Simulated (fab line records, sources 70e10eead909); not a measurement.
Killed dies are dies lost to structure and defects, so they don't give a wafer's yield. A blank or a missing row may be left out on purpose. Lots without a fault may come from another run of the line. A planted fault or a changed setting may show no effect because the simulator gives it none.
fab line records | flow nand_harc
record lots=5 wafers=15 last_day=32
route steps=1302 shown A_M1@1184 A_BONDPAD@1202
lots that met no fault: from a run of the same line without faults
start_h: hours from the record's first day to the start of the lot's first wafer shown | wait_h: hours since the lot's step before | " the same as in the row above | L1.1+2: a row that stands for several wafers | - no value, or no start given | * or withheld: withheld | < > ~ a bound
route shown NAME@n: a module of which the file shows steps, and the number in the route of the first | usual: mean/standard deviation of fault-free wafers | same: alike in all rows | chamber/n: place in a boat | sites: the reading at each site | _std_site: their standard deviation | _edge_site: outer sites' mean less inner sites' | radius_mm: how far each site lies from the wafer's centre | mask NAME#n: copy n | behind: the tool/chamber that last shaped the wafer | hold: why the lot was held/for how many hours/how that ended | device: the transistor (n, p or np) that didn't switch | end of line: the same wafers' tests at the end of the route | a step without rows: its recipe alone | killed: dies lost to structure and defects at the first sort, not the wafer's yield | map: a wafer's dies, x killed, . not, _ none there
set.NAME: the setting as run; set.NAME@STEP: as run at that earlier step | model.NAME: the simulator's own value behind a step, which no gauge read
lots at some steps of the route; a table a step, a row a wafer
services: from which hour (start_h, from the record's first day; less than 0 if before it) a tool's chamber was out of use, for how many hours, and why
## steps
# step NHARC_A_M1_ETCH_15
# recipe target_depth_a=1825 time_s=91.2 c4f8_flow_sccm=withheld ar_flow_sccm=400 rf_w=600 bias_w=300 chemistry=C4F8/Ar
# usual chamber_pressure_mTorr=24.999/0.022 oes_product_au=0.947/0.023 rf_vpp_V=441.5/2.5
# columns lot.wafer tool chamber start_h wait_h chamber_pressure_mTorr oes_product_au rf_hours_counter_h rf_vpp_V
L077.1 rie_diel-11 3 - - 25.006 0.927 2.6 437.9
L077.2 " 2 " " 24.994 0.929 2.8 445.6
L077.6 " 3 " " 25.007 0.924 - 439.9
L082.1 rie_diel-11 2 - - 25.004 0.927 3.3 445.7
L082.5 " 2 " " 24.978 0.932 - 445.8
L082.6 " 3 " " 25.024 0.927 - 438.5
L084.2 rie_diel-03 0 - - 25.026 0.926 7.9 443.7
L084.4 " 1 " " 25.011 0.940 6.3 443.2
L084.5 " 3 " " 25.019 0.927 - 438.0
L087.1 rie_diel-08 3 - - 25.020 0.924 5.5 437.4
L087.6 " 3 " " 25.000 0.921 - 440.1
L087.5 " 0 " " 25.070 0.921 - 443.1
L096.4 rie_diel-03 1 - - 25.015 0.921 3.7 441.9
L096.2 " 3 " " 25.018 0.985 4.7 437.7
L096.5 " 1 " " 25.004 0.924 - 442.5
# step NHARC_A_M1_CD_MEAS_16
# usual cd_nm=119.5/0.79
# columns lot.wafer tool chamber start_h wait_h cd_nm
L077.1 cd_sem-02 - 567.70 - 120.0
L077.2 " - " " 118.7
L077.6 " - " " 119.5
L082.1 cd_sem-01 - 609.39 - 119.2
L082.5 " - " " 119.5
L082.6 " - " " 119.3
L084.2 cd_sem-01 - 619.68 - 119.2
L084.4 " - " " 118.9
L084.5 " - " " 119.0
L087.1 cd_sem-01 - 650.01 - 119.8
L087.5 " - " " 118.1
L087.6 " - " " 119.7
L096.2 cd_sem-01 - 726.38 - 119.0
L096.4 " - " " 119.1
L096.5 " - " " 119.4
# step NHARC_A_M1_STRIP_18
# recipe power_w=1000 n2_flow_sccm=150 h2_flow_sccm=150 ar_flow_sccm=0 bias_w=0 chemistry=N2/H2
# usual chamber_pressure_mTorr=30.003/0.026 drypump_motor_current_A=5.7/0.47 oes_product_au=1.001/0.0091 rf_vpp_V=90.7/1 showerhead_plenum_p_Torr=2.05/0.088 throttle_valve_pct=14.171/0.009
# columns lot.wafer tool chamber start_h wait_h chamber_pressure_mTorr drypump_motor_current_A oes_product_au rf_hours_counter_h rf_vpp_V showerhead_plenum_p_Torr throttle_valve_pct
L077.2 rie_diel-03 3 567.77 0.1 30.027 6.1 0.996 5.9 89.6 1.91 14.178
L077.1 " 2 " " 29.994 4.9 0.993 4.8 90.9 2.09 14.154
L077.6 " 0 " " 30.016 5.4 0.992 - 90.7 2.10 14.174
L082.1 rie_diel-08 1 609.49 0.1 29.994 6.0 1.010 2.2 90.3 1.95 14.183
L082.5 " 0 " " 30.014 5.7 1.008 - 91.4 2.13 14.171
L082.6 " 1 " " 30.019 6.0 0.995 - 89.4 1.95 14.176
L084.2 rie_diel-11 3 619.82 0.1 30.021 5.8 1.025 0.1 89.8 1.98 14.169
L084.4 " 0 " " 30.028 5.5 0.986 - 92.2 2.02 14.184
L084.5 " 1 " " 30.031 6.3 1.011 - 89.1 2.12 14.169
L087.1 rie_diel-11 2 650.13 0.1 30.028 5.1 0.989 0.8 91.5 2.19 14.152
L087.6 " 0 " " 29.978 5.5 1.001 - 90.6 2.02 14.165
L087.5 " 1 " " 30.005 6.3 0.998 - 90.8 2.12 14.160
L096.4 rie_diel-03 0 726.47 0.1 30.050 5.4 0.997 4.2 91.0 2.10 14.184
L096.2 " 2 " " 30.023 4.9 1.004 4.4 90.9 2.09 14.177
L096.5 " 3 " " 29.963 6.1 1.009 - 91.8 1.91 14.167
# step NHARC_A_M1_ETCH_28
# recipe target_depth_a=300 over_etch_frac=0.3 time_s=72.99 ion_energy_ev=150 cf4_flow_sccm=50 n2_flow_sccm=100 ar_flow_sccm=150 rf_w=300 bias_w=100 chemistry=CF4/N2
# usual cf4_flow_sccm=49.96/0.14 chamber_pressure_mTorr=30.001/0.027 drypump_motor_current_A=5.7/0.46 oes_product_au=1.003/0.01 rf_vpp_V=314.6/2 showerhead_plenum_p_Torr=2.64/0.11 throttle_valve_pct=19.793/0.0095
# columns lot.wafer tool chamber start_h wait_h cf4_flow_sccm chamber_pressure_mTorr drypump_motor_current_A oes_product_au rf_hours_counter_h rf_vpp_V showerhead_plenum_p_Torr throttle_valve_pct
L077.1 rie_diel-03 2 - - 49.97 29.987 4.9 0.999 4.8 316.1 2.68 19.792
L077.2 " 3 " " 50.03 29.996 6.1 1.000 6.0 310.9 2.47 19.805
L077.6 " 2 " " 49.88 30.035 4.9 0.996 - 314.4 2.68 19.785
L082.1 rie_diel-08 1 - - 49.80 29.986 6.1 1.014 2.3 312.8 2.52 19.796
L082.5 " 2 " " 49.99 29.980 6.2 1.012 - 317.5 2.78 19.800
L082.6 " 3 " " 49.49 30.028 5.0 0.999 - 312.5 2.51 19.787
L084.2 rie_diel-11 3 - - 49.95 29.992 5.8 1.015 0.2 313.9 2.56 19.776
L084.4 " 0 " " 49.82 30.001 5.5 0.998 - 313.3 2.60 19.800
L084.5 " 1 " " 50.02 30.015 6.3 1.014 - 314.8 2.72 19.798
L087.1 rie_diel-11 3 - - 49.81 30.044 5.8 1.004 0.9 313.1 2.56 19.803
L087.5 " 0 " " 49.74 30.015 5.5 1.004 - 314.6 2.60 19.788
L087.6 " 1 " " 50.08 29.982 6.3 1.025 - 315.7 2.72 19.807
L096.2 rie_diel-03 0 - - 49.77 30.043 5.4 1.007 4.3 314.8 2.70 19.786
L096.4 " 1 " " 50.03 30.013 6.1 1.012 3.7 314.1 2.69 19.786
L096.5 " 0 " " 50.24 30.065 5.4 1.009 - 315.2 2.70 19.783
# step NHARC_A_M1_STRIP_19
# recipe time_s=600 temp_c=30 chemistry=post_etch_residue_remover
# usual bath_heat_duty_pct=13.0/1.4
# columns lot.wafer tool chamber start_h wait_h bath_heat_duty_pct
L077.2 wet_bench-10 0 568.14 - 12.4
L077.1 " 3 " " 12.2
L077.6 " 4 " " 13.8
L082.1 wet_bench-08 0 609.85 - 12.9
L082.5 " 1 " " 13.0
L082.6 " 3 " " 11.6
L084.2 wet_bench-10 3 620.19 - 10.4
L084.4 " 5 " " 13.8
L084.5 " 6 " " 15.7
L087.1 wet_bench-10 7 650.45 - 12.2
L087.6 " 2 " " 13.4
L087.5 " 4 " " 13.6
L096.2 wet_bench-10 3 726.82 - 11.0
L096.4 " 4 " " 12.5
L096.5 " 5 " " 14.1
# step NHARC_A_M1_DEGAS_29
# recipe temp_c=250 time_s=60
# usual heater_power_w=318/33
# columns lot.wafer tool chamber start_h wait_h heater_power_w
L077.1 pvd_sputter-01 - 568.41 - 301
L077.2 " - " " 304
L077.6 " - " " 305
L082.1 pvd_sputter-03 - 610.11 - 316
L082.5 " - " " 273
L082.6 " - " " 314
L084.4 pvd_sputter-01 - 620.45 - 325
L084.2 " - " " 305
L084.5 " - " " 329
L087.1 pvd_sputter-01 - 650.73 - 328
L087.6 " - " " 332
L087.5 " - " " 332
L096.4 pvd_sputter-01 - 727.10 - 287
L096.2 " - " " 307
L096.5 " - " " 333
# step NHARC_A_M1_PRE_CLEAN_30
# recipe time_s=30 temp_c=280 gas=H2/He
# usual heater_power_w=388/40
# columns lot.wafer tool chamber start_h wait_h heater_power_w
L077.2 pvd_sputter-01 - - - 406
L077.1 " - " " 370
L077.6 " - " " 370
L082.1 pvd_sputter-03 - - - 332
L082.5 " - " " 384
L082.6 " - " " 477
L084.2 pvd_sputter-01 - - - 343
L084.4 " - " " 403
L084.5 " - " " 377
L087.1 pvd_sputter-01 - - - 348
L087.6 " - " " 375
L087.5 " - " " 410
L096.2 pvd_sputter-01 - - - 343
L096.4 " - " " 412
L096.5 " - " " 386
# step NHARC_A_M1_PVD_20
# recipe target_thk_a=50 bias_v=168.6 power_w=15000 chamber_pressure_pa=0.12 time_s=8.06 substrate_temp_c=50 material=TaN
# usual throttle_valve_pct=29.9/0.76
# columns lot.wafer tool chamber start_h wait_h throttle_valve_pct
L077.1 pvd_sputter-01 - - - 31.1
L077.2 " - " " 30.2
L077.6 " - " " 29.9
L082.1 pvd_sputter-03 - - - 30.1
L082.5 " - " " 28.5
L082.6 " - " " 29.6
L084.2 pvd_sputter-01 - - - 29.1
L084.4 " - " " 30.7
L084.5 " - " " 29.5
L087.1 pvd_sputter-01 - - - 30.5
L087.5 " - " " 30.7
L087.6 " - " " 30.9
L096.4 pvd_sputter-01 - - - 30.4
L096.2 " - " " 29.6
L096.5 " - " " 30.6
# step NHARC_A_M1_PVD_21
# recipe target_thk_a=300 chamber_pressure_pa=5 power_w=5000 substrate_temp_c=30 time_s=20.49 material=Cu
# usual throttle_valve_pct=30.0/0.75
# columns lot.wafer tool chamber start_h wait_h throttle_valve_pct
L077.2 pvd_sputter-01 - - - 30.3
L077.1 " - " " 30.7
L077.6 " - " " 30.4
L082.1 pvd_sputter-03 - - - 30.2
L082.5 " - " " 29.9
L082.6 " - " " 30.2
L084.2 pvd_sputter-01 - - - 30.6
L084.4 " - " " 29.7
L084.5 " - " " 30.2
L087.1 pvd_sputter-01 - - - 30.3
L087.5 " - " " 30.2
L087.6 " - " " 30.4
L096.2 pvd_sputter-01 - - - 30.8
L096.4 " - " " 29.3
L096.5 " - " " 30.5
# step NHARC_A_M1_ECD_22
# recipe target_thk_a=4000 bath_temp_c=25 material=Cu
# usual bath_heat_duty_pct=6.3/0.61
# columns lot.wafer tool chamber start_h wait_h bath_heat_duty_pct
L077.1 ecd_cu-02 0 568.77 - 7.1
L077.2 " 1 " " 6.0
L077.6 " 1 " " 6.3
L082.1 ecd_cu-02 1 610.64 - 5.6
L082.6 " 1 " " 6.2
L082.5 " 0 " " 6.7
L084.2 ecd_cu-01 0 620.81 - 5.8
L084.4 " 1 " " 6.6
L084.5 " 1 " " 6.8
L087.1 ecd_cu-01 0 651.13 - 6.6
L087.6 " 1 " " 5.8
L087.5 " 0 " " 6.3
L096.2 ecd_cu-01 1 727.44 - 6.7
L096.4 " 1 " " 6.1
L096.5 " 1 " " 5.6
# step NHARC_A_M1_ANNEAL_31
# recipe temp_c=225 time_s=90
# usual anneal_temp_c=225.02/0.17 anneal_temp_c_max=226.2/0.56 wafer_temp_C_max=226.0/0.42
# columns lot.wafer tool chamber start_h wait_h anneal_temp_c anneal_temp_c_max wafer_temp_C_max
L077.1 rtp_anneal-01 0 569.14 - 224.93 225.6 226.0
L077.2 " 0 " " 225.26 225.7 226.8
L077.6 " 0 " " 224.96 225.5 226.4
L082.1 rtp_anneal-02 0 611.01 0.3 224.95 226.9 225.3
L082.5 " 0 " " 224.80 226.1 225.8
L082.6 " 0 " " 224.61 226.0 225.8
L084.2 rtp_anneal-02 0 621.24 0.4 224.68 226.4 225.8
L084.4 " 0 " " 225.04 226.7 225.6
L084.5 " 0 " " 224.74 226.4 225.4
L087.1 rtp_anneal-02 0 651.46 0.3 224.93 226.7 225.8
L087.5 " 0 " " 225.23 227.0 225.8
L087.6 " 0 " " 225.03 226.4 225.8
L096.2 rtp_anneal-01 0 727.88 0.4 224.81 225.4 226.4
L096.4 " 0 " " 224.92 225.4 226.2
L096.5 " 0 " " 224.91 225.6 226.5
# step NHARC_A_M1_CMP_23
# recipe t_overpolish_s=20 target_thk_nm=154.34
# usual motor_current_A=12.1/1.1 time_to_endpoint_s=29.0/2.5
# columns lot.wafer tool chamber start_h wait_h motor_current_A time_to_endpoint_s
L077.2 cmp-04 3 569.54 - 12.2 32.4
L077.1 " 0 " " 10.6 32.3
L077.6 " 2 " " 11.6 28.6
L082.1 cmp-02 0 611.44 - 11.1 28.3
L082.6 " 1 " " 13.0 32.7
L082.5 " 2 " " 11.2 27.1
L084.4 cmp-04 3 621.54 - 12.1 30.6
L084.2 " 2 " " 12.3 28.9
L084.5 " 0 " " 10.6 29.4
L087.1 cmp-03 2 651.84 - 10.3 29.1
L087.6 " 1 " " 12.6 30.8
L087.5 " 2 " " 11.0 28.2
L096.4 cmp-03 1 728.18 - 12.8 27.4
L096.2 " 0 " " 11.4 27.4
L096.5 " 1 " " 12.6 25.9
# step NHARC_A_M1_THK_MEAS_24
# recipe thk_meas_gauge=xrf
# usual thk_nm=154.7/1.6
# columns lot.wafer tool chamber start_h wait_h thk_nm
L077.1 film_metro-02 - 569.80 - 156.2
L077.2 " - " " 154.9
L077.6 " - " " 151.4
L082.1 film_metro-02 - 611.68 - 153.3
L082.5 " - " " 153.8
L082.6 " - " " 156.9
L084.2 film_metro-01 - 621.86 - 155.5
L084.4 " - " " 156.1
L084.5 " - " " 156.7
L087.1 film_metro-01 - 652.13 - 155.4
L087.5 " - " " 154.1
L087.6 " - " " 154.7
L096.2 film_metro-01 - 728.49 - 153.9
L096.4 " - " " 154.8
L096.5 " - " " 155.2
# step NHARC_A_M1_SRD_25
# columns lot.wafer tool chamber start_h wait_h
L077.6+2+1 wet_bench-10 6,0,1 569.85 0.0
L082.5+6+1 wet_bench-08 6,7,0 611.72 0.0
L084.2+5+4 wet_bench-08 3,5,6 621.90 0.0
L087.5+1+6 wet_bench-10 1,3,5 652.17 0.0
L096.5+2+4 wet_bench-08 2,3,6 728.53 0.0
# step NHARC_A_M1_INSPECT_27
# usual raw_defect_count=573/220
# columns lot.wafer tool chamber start_h wait_h raw_defect_count
L077.1 defect_inspect-02 - 569.96 0.0 298
L077.2 " - " " 373
L077.6 " - " " 318
L082.1 defect_inspect-01 - 611.84 0.0 575
L082.5 " - " " 575
L082.6 " - " " 458
L084.2 defect_inspect-02 - 622.02 0.0 401
L084.4 " - " " 477
L084.5 " - " " 484
L087.1 defect_inspect-01 - 652.29 0.0 908
L087.5 " - " " 911
L087.6 " - " " 1652
L096.2 defect_inspect-02 - 728.65 0.0 847
L096.4 " - " " 668
L096.5 " - " " 633
# step NHARC_A_M1_PRE_CLEAN_32
# recipe time_s=12 temp_c=370 rf_power_w=300 gas=NH3
# usual heater_power_w=616/88
# columns lot.wafer tool chamber start_h wait_h heater_power_w
L077.2 pecvd-04 0 570.03 0.1 711
L077.1 " 1 " " 567
L077.6 " 2 " " 687
L082.1 pecvd-02 2 612.06 0.2 553
L082.6 " 1 " " 644
L082.5 " 2 " " 551
L084.2 pecvd-04 1 622.10 0.1 633
L084.5 " 1 " " 635
L084.4 " 2 " " 591
L087.1 pecvd-02 0 652.37 0.1 512
L087.6 " 2 " " 532
L087.5 " 0 " " 527
L096.2 pecvd-04 2 728.74 0.1 596
L096.5 " 0 " " 671
L096.4 " 2 " " 587
# step NHARC_A_M1_DEP_33
# recipe target_thk_a=300 temp_c=370 target_thk_nm=30 pressure_torr=3 flow_sccm=200 rf_w=450 material=SiCN
# usual heater_power_w=570/88
# columns lot.wafer tool chamber start_h wait_h heater_power_w
L077.2 pecvd-04 0 570.10 0.1 585
L077.1 " 1 " " 558
L077.6 " 2 " " 630
L082.1 pecvd-02 2 612.17 0.1 503
L082.6 " 1 " " 661
L082.5 " 2 " " 500
L084.2 pecvd-04 1 622.21 0.1 490
L084.5 " 1 " " 497
L084.4 " 2 " " 617
L087.1 pecvd-02 0 652.47 0.1 499
L087.6 " 2 " " 499
L087.5 " 0 " " 507
L096.2 pecvd-04 2 728.88 0.1 587
L096.5 " 0 " " 601
L096.4 " 2 " " 579
# step NHARC_A_BONDPAD_DEP_00
# recipe target_thk_a=2500 temp_c=370 target_thk_nm=250 pressure_torr=3 flow_sccm=200 rf_w=450 material=SiCN
# usual heater_power_w=563/62
# columns lot.wafer tool chamber start_h wait_h heater_power_w
L077.2 pecvd-03 0 570.66 - 524
L077.1 " 1 " " 583
L077.6 " 1 " " 576
L082.1 pecvd-04 1 612.68 - 589
L082.6 " 2 " " 645
L082.5 " 0 " " 597
L084.2 pecvd-02 0 622.71 - 527
L084.4 " 0 " " 529
L084.5 " 0 " " 537
L087.1 pecvd-04 2 653.02 - 562
L087.5 " 2 " " 593
L087.6 " 0 " " 617
L096.2 pecvd-04 1 - - 559
L096.5 " 1 " " 570
L096.4 " 2 " " 600
# step NHARC_A_BONDPAD_CMP_29
# recipe target_thk_nm=200 material=SiCN
# usual motor_current_A=12.2/1.3
# columns lot.wafer tool chamber start_h wait_h motor_current_A
L077.1 cmp-01 2 571.06 - 10.8
L077.2 " 3 " " 11.7
L077.6 " 2 " " 10.6
L082.1 cmp-02 0 613.14 - 11.2
L082.6 " 3 " " 11.8
L082.5 " 0 " " 11.1
L084.4 cmp-02 0 623.28 0.4 11.2
L084.2 " 1 " " 13.2
L084.5 " 0 " " 11.8
L087.1 cmp-01 2 653.46 - 10.9
L087.5 " 3 " " 12.0
L087.6 " 0 " " 12.0
L096.2 cmp-01 2 729.79 - 10.4
L096.4 " 3 " " 11.3
L096.5 " 3 " " 12.6
# step NHARC_A_BONDPAD_THK_MEAS_30
# recipe thk_meas_gauge=ellipsometry
# usual thk_nm=200.1/1.5
# columns lot.wafer tool chamber start_h wait_h thk_nm
L077.1 film_metro-02 - 571.31 0.2 202.0
L077.2 " - " " 201.1
L077.6 " - " " 199.4
L082.1 film_metro-01 - 613.37 0.2 201.2
L082.5 " - " " 200.6
L082.6 " - " " 198.9
L084.2 film_metro-02 - 623.51 0.2 201.2
L084.4 " - " " 198.7
L084.5 " - " " 198.8
L087.1 film_metro-02 - 653.64 0.1 201.9
L087.5 " - " " 198.6
L087.6 " - " " 199.9
L096.2 film_metro-02 - 730.05 0.2 201.3
L096.4 " - " " 200.4
L096.5 " - " " 200.1
# step NHARC_A_BONDPAD_SRD_31
# columns lot.wafer tool chamber start_h wait_h
L077.6+2+1 wet_bench-08 6,7,2 571.36 0.0
L082.1+5+6 wet_bench-10 5,6,7 613.41 0.0
L084.4+2+5 wet_bench-10 2,4,5 623.55 0.0
L087.5+6+1 wet_bench-10 5,6,0 653.68 0.0
L096.4+2+5 wet_bench-10 5,7,1 730.09 0.0
# step NHARC_A_BONDPAD_DEHYDRATE_01
# recipe temp_c=150 time_s=120
# columns lot.wafer tool chamber start_h wait_h
L077.1+2+6 litho_track-05 0 571.43 0.1
L082.1+5+6 litho_track-07 0 613.49 0.1
L084.2+4+5 litho_track-07 0 623.63 0.1
L087.1+5+6 litho_track-07 0 653.76 0.1
L096.2+4+5 litho_track-07 0 730.17 0.1
# step NHARC_A_BONDPAD_HMDS_02
# recipe time_s=30
# columns lot.wafer tool chamber start_h wait_h
L077.1+2+6 litho_track-05 0 - -
L082.1+5+6 litho_track-07 0 - -
L084.2+4+5 litho_track-07 0 - -
L087.1+5+6 litho_track-07 0 - -
L096.2+4+5 litho_track-07 0 - -
# step NHARC_A_BONDPAD_COAT_33
# recipe temp_c=200 time_s=65
# columns lot.wafer tool chamber start_h wait_h
L077.1+2+6 litho_track-05 0 - -
L082.1+5+6 litho_track-07 0 - -
L084.2+4+5 litho_track-07 0 - -
L087.1+5+6 litho_track-07 0 - -
L096.2+4+5 litho_track-07 0 - -
# step NHARC_A_BONDPAD_COAT_03
# recipe spin_rpm=2000 resist_thk_nm=600
# columns lot.wafer tool chamber start_h wait_h
L077.1+2+6 litho_track-05 0 - -
L082.1+5+6 litho_track-07 0 - -
L084.2+4+5 litho_track-07 0 - -
L087.1+5+6 litho_track-07 0 - -
L096.2+4+5 litho_track-07 0 - -
# step NHARC_A_BONDPAD_SOFTBAKE_04
# recipe temp_c=125 time_s=70
# columns lot.wafer tool chamber start_h wait_h
L077.1+2+6 litho_track-05 0 - -
L082.1+5+6 litho_track-07 0 - -
L084.2+4+5 litho_track-07 0 - -
L087.1+5+6 litho_track-07 0 - -
L096.2+4+5 litho_track-07 0 - -
# step NHARC_A_BONDPAD_EBR_05
# columns lot.wafer tool chamber start_h wait_h
L077.1+2+6 litho_track-05 0 - -
L082.1+5+6 litho_track-07 0 - -
L084.2+4+5 litho_track-07 0 - -
L087.1+5+6 litho_track-07 0 - -
L096.2+4+5 litho_track-07 0 - -
# step NHARC_A_BONDPAD_EXPOSE_06
# recipe na=0.55 dose_mj=36.99 mask_id=A_BPAD
# usual exposure_dose_mJ_cm2=37.05/0.16
# columns lot.wafer tool chamber start_h wait_h mask exposure_dose_mJ_cm2
L077.1 krf_scanner-04 0 571.60 - A_BPAD#0 37.25
L077.2 " 0 " " A_BPAD#0 37.23
L077.6 " 0 " " A_BPAD#0 37.22
L082.1 krf_scanner-03 0 613.78 - A_BPAD#0 36.95
L082.5 " 0 " " A_BPAD#0 36.96
L082.6 " 0 " " A_BPAD#0 36.95
L084.2 krf_scanner-01 0 623.80 - A_BPAD#0 36.98
L084.4 " 0 " " A_BPAD#0 36.94
L084.5 " 0 " " A_BPAD#0 37.01
L087.1 krf_scanner-03 0 653.92 - A_BPAD#0 36.89
L087.5 " 0 " " A_BPAD#0 36.90
L087.6 " 0 " " A_BPAD#0 36.96
L096.2 krf_scanner-01 0 730.46 - A_BPAD#0 36.97
L096.4 " 0 " " A_BPAD#0 36.95
L096.5 " 0 " " A_BPAD#0 36.99
# step NHARC_A_BONDPAD_PEB_07
# recipe peb_temp_c=128 peb_time_s=80
# columns lot.wafer tool chamber start_h wait_h
L077.1+2+6 litho_track-03 0 571.66 0.1
L082.1+5+6 litho_track-03 0 613.85 0.1
L084.2+4+5 litho_track-07 0 623.86 0.1
L087.1+5+6 litho_track-07 0 653.99 0.1
L096.2+4+5 litho_track-03 0 730.53 0.1
# step NHARC_A_BONDPAD_DEVELOP_08
# recipe time_s=50 dev_temp_c=22
# columns lot.wafer tool chamber start_h wait_h
L077.1+2+6 litho_track-03 0 - -
L082.1+5+6 litho_track-03 0 - -
L084.2+4+5 litho_track-07 0 - -
L087.1+5+6 litho_track-07 0 - -
L096.2+4+5 litho_track-03 0 - -
# step NHARC_A_BONDPAD_CD_MEAS_09
# recipe target_cd_nm=500 landing_energy_ev=500
# usual cd_nm=500.0/1.8
# columns lot.wafer tool chamber start_h wait_h cd_nm
L077.1 cd_sem-02 0 571.75 - 498.3
L077.2 " 0 " " 497.6
L077.6 " 0 " " 500.8
L082.1 cd_sem-02 0 613.93 - 499.3
L082.5 " 0 " " 497.1
L082.6 " 0 " " 499.0
L084.2 cd_sem-01 0 623.95 - 499.6
L084.4 " 0 " " 501.5
L084.5 " 0 " " 500.5
L087.1 cd_sem-03 0 654.08 - 500.9
L087.5 " 0 " " 499.3
L087.6 " 0 " " 499.1
L096.2 cd_sem-02 0 730.61 - 500.0
L096.4 " 0 " " 500.1
L096.5 " 0 " " 497.3
# step NHARC_A_BONDPAD_OVL_MEAS_35
# usual overlay_x_nm=1/5.4 overlay_y_nm=0/5
# columns lot.wafer tool chamber start_h wait_h overlay_x_nm overlay_y_nm
L077.1 overlay-01 - 571.84 - -2 0
L077.2 " - " " -1 1
L077.6 " - " " -1 0
L082.1 overlay-02 - 614.04 - 7 2
L082.5 " - " " 7 2
L082.6 " - " " 6 2
L084.2 overlay-02 - 624.05 - -7 6
L084.4 " - " " -7 5
L084.5 " - " " -6 6
L087.1 overlay-01 - 654.16 - 2 4
L087.5 " - " " 2 3
L087.6 " - " " 2 5
L096.2 overlay-02 - 730.70 - 1 14
L096.4 " - " " 1 14
L096.5 " - " " 0 14
# step NHARC_A_BONDPAD_HARDBAKE_10
# recipe temp_c=118 time_s=65
# columns lot.wafer tool chamber start_h wait_h
L077.1+2+6 litho_track-07 0 571.88 0.0
L082.1+5+6 litho_track-03 0 614.08 0.0
L084.2+4+5 litho_track-07 0 624.10 0.0
L087.1+5+6 litho_track-03 0 654.21 0.0
L096.2+4+5 litho_track-05 0 730.75 0.0
# step NHARC_A_BONDPAD_DESCUM_11
# recipe time_s=3 o2_flow_sccm=200 ar_flow_sccm=0 bias_power_w=0 chemistry=O2
# usual chamber_pressure_mTorr=59.99/0.052 drypump_motor_current_A=5.98/0.21 oes_product_au=0.995/0.013 rf_vpp_V=57.7/0.88 showerhead_plenum_p_Torr=1.89/0.061 throttle_valve_pct=11.310/0.0086
# columns lot.wafer tool chamber start_h wait_h chamber_pressure_mTorr drypump_motor_current_A oes_product_au rf_hours_counter_h rf_vpp_V showerhead_plenum_p_Torr throttle_valve_pct
L077.1 rie_diel-05 1 571.97 - 60.06 6.21 0.992 27 58.2 2.00 11.306
L077.2 " 2 " " 60.06 5.87 1.007 28 57.7 1.86 11.325
L077.6 " 0 " " 60.15 6.00 1.008 - 56.4 1.77 11.319
L082.1 rie_diel-09 2 614.19 - 60.05 5.76 1.005 4 58.1 1.84 11.317
L082.5 " 3 " " 59.98 6.19 0.989 - 59.3 1.87 11.321
L082.6 " 0 " " 59.95 5.74 0.989 - 58.2 1.93 11.313
L084.2 rie_diel-09 0 624.19 - 60.03 5.77 0.989 5 58.4 1.93 11.324
L084.4 " 1 " " 59.98 6.23 1.009 4 58.3 1.85 11.322
L084.5 " 3 " " 59.98 6.19 0.994 - 57.6 1.87 11.322
L087.1 rie_diel-09 1 654.30 - 59.98 6.27 1.017 4 58.1 1.85 11.302
L087.6 " 0 " " 59.90 5.73 0.989 - 58.0 1.93 11.305
L087.5 " 1 " " 60.02 6.27 1.008 - 57.2 1.85 11.297
L096.2 rie_diel-05 2 730.84 - 60.00 5.87 0.996 25 57.9 1.85 11.308
L096.4 " 2 " " 60.08 5.84 1.000 - 57.5 1.85 11.312
L096.5 " 2 " " 59.93 5.84 0.991 - 57.5 1.85 11.313
# step NHARC_A_BONDPAD_ETCH_34
# recipe target_depth_a=600 overetch_a=180 time_s=65.91 ion_energy_ev=200 n2_flow_sccm=150 h2_flow_sccm=150 ar_flow_sccm=0 rf_w=400 bias_w=150 chemistry=N2/H2
# usual chamber_pressure_mTorr=30.004/0.027 drypump_motor_current_A=5.97/0.21 oes_product_au=0.996/0.012 rf_vpp_V=429.8/1.9 showerhead_plenum_p_Torr=2.01/0.064 throttle_valve_pct=14.172/0.01
# columns lot.wafer tool chamber start_h wait_h chamber_pressure_mTorr drypump_motor_current_A oes_product_au rf_hours_counter_h rf_vpp_V showerhead_plenum_p_Torr throttle_valve_pct
L077.1 rie_diel-05 1 572.05 0.1 29.987 6.23 0.982 27 433.0 2.13 14.200
L077.2 " 3 " " 29.969 5.75 0.998 29 433.0 2.08 14.187
L077.6 " 2 " " 30.021 5.83 0.992 - 429.0 1.98 14.167
L082.1 rie_diel-09 0 614.25 0.1 30.023 5.75 0.993 4 432.2 2.06 14.180
L082.6 " 3 " " 30.005 6.17 0.989 - 427.9 1.99 14.182
L082.5 " 0 " " 29.983 5.75 0.993 - 429.7 2.06 14.175
L084.4 rie_diel-09 3 624.26 0.1 29.992 6.20 0.994 5 429.7 1.99 14.171
L084.2 " 1 " " 29.980 6.25 1.013 4 428.2 1.97 14.147
L084.5 " 2 " " 30.020 5.81 1.012 - 428.2 1.96 14.181
L087.1 rie_diel-09 0 654.39 0.1 29.994 5.73 0.999 5 431.6 2.06 14.191
L087.6 " 1 " " 29.953 6.28 1.019 - 427.4 1.97 14.188
L087.5 " 2 " " 30.017 5.76 0.999 - 428.2 1.96 14.174
L096.2 rie_diel-05 1 730.97 0.1 30.022 6.19 0.977 27 433.4 2.12 14.179
L096.4 " 2 " " 30.039 5.83 0.978 - 428.2 1.97 14.172
L096.5 " 2 " " 30.048 5.86 0.993 - 428.7 1.97 14.161
## services
# columns tool chamber start_h hours kind
pvd_sputter-01 - 582.04 10.0 pm
rie_diel-11 2 583.56 12.4 repair
pecvd-02 - 589.50 13.0 pm
pecvd-04 0 592.27 8.6 repair
litho_track-07 - 601.00 7.0 pm
pecvd-02 2 609.37 2.5 repair
rie_diel-11 - 609.50 9.0 pm
rie_diel-09 1 611.50 1.5 repair
pecvd-02 1 612.37 20.8 repair
litho_track-03 - 625.00 7.0 pm
pecvd-04 - 631.00 13.0 pm
rie_diel-03 - 635.48 9.0 pm
wet_bench-08 - 646.40 8.0 pm
pecvd-04 - 647.20 0.6 repair
litho_track-05 - 649.03 7.0 pm
rie_diel-03 3 656.50 5.3 repair
pvd_sputter-01 - 661.44 2.3 repair
wet_bench-10 - 663.20 8.0 pm
rie_diel-11 0 673.70 4.6 repair
rie_diel-09 2 674.09 4.5 repair
rie_diel-09 - 674.10 9.0 pm
pvd_sputter-01 - 677.00 13.4 repair
pecvd-04 - 692.07 1.7 repair
pecvd-02 - 709.89 1.0 repair
## key
fault none
